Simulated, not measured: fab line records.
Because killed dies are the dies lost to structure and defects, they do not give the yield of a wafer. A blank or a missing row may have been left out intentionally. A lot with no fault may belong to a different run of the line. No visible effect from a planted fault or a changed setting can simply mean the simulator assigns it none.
Which tool did it? + flow n5 finfet + 24 lots, 72 wafers sampled, at 2 steps of a route of 1938

== WHAT EACH GAUGE READ, for each wafer ==
N5_BEOL_M2_INSPECT_30: inspects for defects (brightfield).
| lot  | measured     | on                | raw defect count |
|------|--------------|-------------------|------------------|
| L074 | day 7 00:24  | defect inspect-02 | 524 503 335      |
| L075 | day 7 08:34  | defect inspect-02 | 400 563 585      |
| L076 | day 7 13:11  | defect inspect-02 | 403 480 406      |
| L078 | day 7 14:12  | defect inspect-01 | 626 362 465      |
| L077 | day 7 23:15  | defect inspect-02 | 429 369 545      |
| L079 | day 7 23:43  | defect inspect-02 | 659 453 600      |
| L080 | day 8 03:13  | defect inspect-02 | 488 284 384      |
| L081 | day 8 15:55  | defect inspect-01 | 631 357 327      |
| L082 | day 9 00:59  | defect inspect-02 | 305 355 410      |
| L083 | day 9 12:08  | defect inspect-02 | 490 599 559      |
| L084 | day 9 12:19  | defect inspect-01 | 380 432 438      |
| L085 | day 9 15:15  | defect inspect-01 | 389 381 292      |
| L086 | day 9 22:22  | defect inspect-02 | 433 358 402      |
| L087 | day 10 06:17 | defect inspect-01 | 268 283 288      |
| L089 | day 10 08:04 | defect inspect-02 | 260 356 351      |
| L088 | day 10 14:10 | defect inspect-01 | 440 439 514      |
| L090 | day 10 22:31 | defect inspect-01 | 379 394 314      |
| L091 | day 11 05:59 | defect inspect-01 | 340 503 341      |
| L092 | day 11 11:21 | defect inspect-02 | 366 432 465      |
| L093 | day 11 14:11 | defect inspect-01 | 510 301 304      |
| L094 | day 12 01:07 | defect inspect-02 | 181 235 245      |
| L095 | day 12 05:59 | defect inspect-02 | 558 605 501      |
| L096 | day 12 09:43 | defect inspect-02 | 340 289 465      |
| L097 | day 12 16:53 | defect inspect-02 | 362 400 409      |

== WHAT TOOL EACH LOT RAN ON (gives the tool, then ch and the chambers of the sampled wafers, and finally the start) ==
| lot  | N5_BEOL_M2_ETCH_63                 |
|------|------------------------------------|
| L074 | rie diel-04 ch 0,1,2, day 6 23:27  |
| L075 | rie diel-05 ch 0,2,3, day 7 07:47  |
| L076 | rie diel-05 ch 0,1, day 7 12:17    |
| L078 | rie diel-03 ch 2,3, day 7 13:24    |
| L077 | rie diel-04 ch 0,1,2, day 7 22:18  |
| L079 | rie diel-03 ch 0,2,3, day 7 22:55  |
| L080 | rie diel-03 ch 1,2,3, day 8 02:17  |
| L081 | rie diel-05 ch 2,3, day 8 15:07    |
| L082 | rie diel-05 ch 0,1,2, day 9 00:11  |
| L083 | rie diel-04 ch 0,1, day 9 11:21    |
| L084 | rie diel-03 ch 0,2,3, day 9 11:31  |
| L085 | rie diel-04 ch 0,3, day 9 14:28    |
| L086 | rie diel-04 ch 0,1,3, day 9 21:35  |
| L087 | rie diel-03 ch 1,2, day 10 05:22   |
| L089 | rie diel-04 ch 0,1,3, day 10 07:12 |
| L088 | rie diel-03 ch 0,1,2, day 10 13:22 |
| L090 | rie diel-04 ch 0,2,3, day 10 21:43 |
| L091 | rie diel-05 ch 1,3, day 11 05:11   |
| L092 | rie diel-04 ch 1,2, day 11 10:34   |
| L093 | rie diel-04 ch 1,2,3, day 11 13:23 |
| L094 | rie diel-03 ch 0,3, day 12 00:14   |
| L095 | rie diel-04 ch 0,1,3, day 12 05:11 |
| L096 | rie diel-04 ch 2,3, day 12 08:51   |
| L097 | rie diel-03 ch 0,3, day 12 16:03   |
- N5_BEOL_M2_ETCH_63: etches SiARC in CF4, target depth 15.6 nm, time 26 s.

== WHAT THE TOOLS THEMSELVES READ (means of the sampled wafers that have a number; where no wafer has one, the mark that the record gives instead) ==
N5_BEOL_M2_ETCH_63.
| lot  | tool        | drypump motor current A (A) | etch rf on time s (s) | oes product au (a.u.) | rf fwd power W (W) | rf vpp V (V) | showerhead plenum p Torr (Torr) | throttle valve pct (%) |
|------|-------------|-----------------------------|-----------------------|-----------------------|--------------------|--------------|---------------------------------|------------------------|
| L074 | rie diel-04 | 6.1                         | 26.1                  | 0.69                  | 532.7              | 185.2        | 2.21                            | 15.43                  |
| L075 | rie diel-05 | 5.3                         | 25.8                  | 0.68                  | 533.0              | 183.3        | 2.10                            | 15.61                  |
| L076 | rie diel-05 | 5.6                         | 25.8                  | 0.69                  | 531.4              | 183.9        | 2.08                            | 15.66                  |
| L078 | rie diel-03 | 5.0                         | 26.4                  | 0.75                  | 532.2              | 183.1        | 2.06                            | 15.40                  |
| L077 | rie diel-04 | 6.1                         | 26.1                  | 0.68                  | 535.3              | 185.3        | 2.21                            | 15.45                  |
| L079 | rie diel-03 | 5.2                         | 26.1                  | 0.72                  | 531.9              | 182.4        | 2.06                            | 15.52                  |
| L080 | rie diel-03 | 5.5                         | 26.3                  | 0.66                  | 531.8              | 183.1        | 2.10                            | 15.68                  |
| L081 | rie diel-05 | 5.1                         | 25.6                  | 0.70                  | 535.6              | 183.4        | 2.11                            | 15.71                  |
| L082 | rie diel-05 | 5.7                         | 25.7                  | 0.69                  | 533.6              | 183.1        | 2.10                            | 15.68                  |
| L083 | rie diel-04 | 6.2                         | 25.8                  | 0.72                  | 535.3              | 185.6        | 2.25                            | 15.37                  |
| L084 | rie diel-03 | 5.2                         | 25.9                  | 0.71                  | 531.1              | 182.8        | 2.05                            | 15.55                  |
| L085 | rie diel-04 | 6.1                         | 25.5                  | 0.77                  | 530.9              | 186.0        | 2.26                            | 15.53                  |
| L086 | rie diel-04 | 6.2                         | 25.7                  | 0.74                  | 532.2              | 184.9        | 2.26                            | 15.46                  |
| L087 | rie diel-03 | 5.3                         | 26.0                  | 0.70                  | 533.0              | 184.6        | 2.13                            | 15.56                  |
| L089 | rie diel-04 | 6.2                         | 25.5                  | 0.73                  | 532.6              | 185.8        | 2.25                            | 15.47                  |
| L088 | rie diel-03 | 5.5                         | 25.8                  | 0.68                  | 529.5              | 183.6        | 2.12                            | 15.67                  |
| L090 | rie diel-04 | 6.1                         | 25.4                  | 0.77                  | 532.4              | 184.4        | 2.21                            | 15.40                  |
| L091 | rie diel-05 | 5.4                         | 25.7                  | 0.69                  | 532.8              | 183.4        | 2.08                            | 15.79                  |
| L092 | rie diel-04 | 5.9                         | 26.0                  | 0.78                  | 533.2              | 183.7        | 2.15                            | 15.21                  |
| L093 | rie diel-04 | 5.9                         | 25.7                  | 0.77                  | 534.1              | 184.7        | 2.20                            | 15.37                  |
| L094 | rie diel-03 | 5.4                         | 26.1                  | 0.66                  | 530.4              | 182.7        | 2.04                            | 15.70                  |
| L095 | rie diel-04 | 6.2                         | 25.2                  | 0.72                  | 533.5              | 185.8        | 2.25                            | 15.52                  |
| L096 | rie diel-04 | 5.8                         | 25.2                  | 0.79                  | 532.3              | 183.5        | 2.16                            | 15.31                  |
| L097 | rie diel-03 | 5.4                         | 26.2                  | 0.65                  | 530.9              | 182.1        | 2.04                            | 15.71                  |

== THE ANSWER, worked out from the rows above alone ==
Rule: usual is defined by the lots themselves. The widest of any qualifying gaps counts: lots, ordered by their means at a reading, are off when they make up no more than a third of the lots, leave a main group of 4 or more, and stand apart from it by 3 or more times the standard deviation of that group's means. A main group is skipped when, at the precision printed for the reading in the tables above, its means are all equal. Also off: a lot with no number at a reading for which 4 or more lots have one. The other lots that the step has rows for count as sound. The gauges are gone through in route order, then the tools' own readings, and for those a lot's mean is taken as printed above. At the first step where some lot is off, the reading lying furthest off is the one used; lots without a number count as furthest.
Across all readings shown, no lot is off: no conclusion can be drawn from this.

== WHAT WAS PUT IN BY THE SIMULATOR ==
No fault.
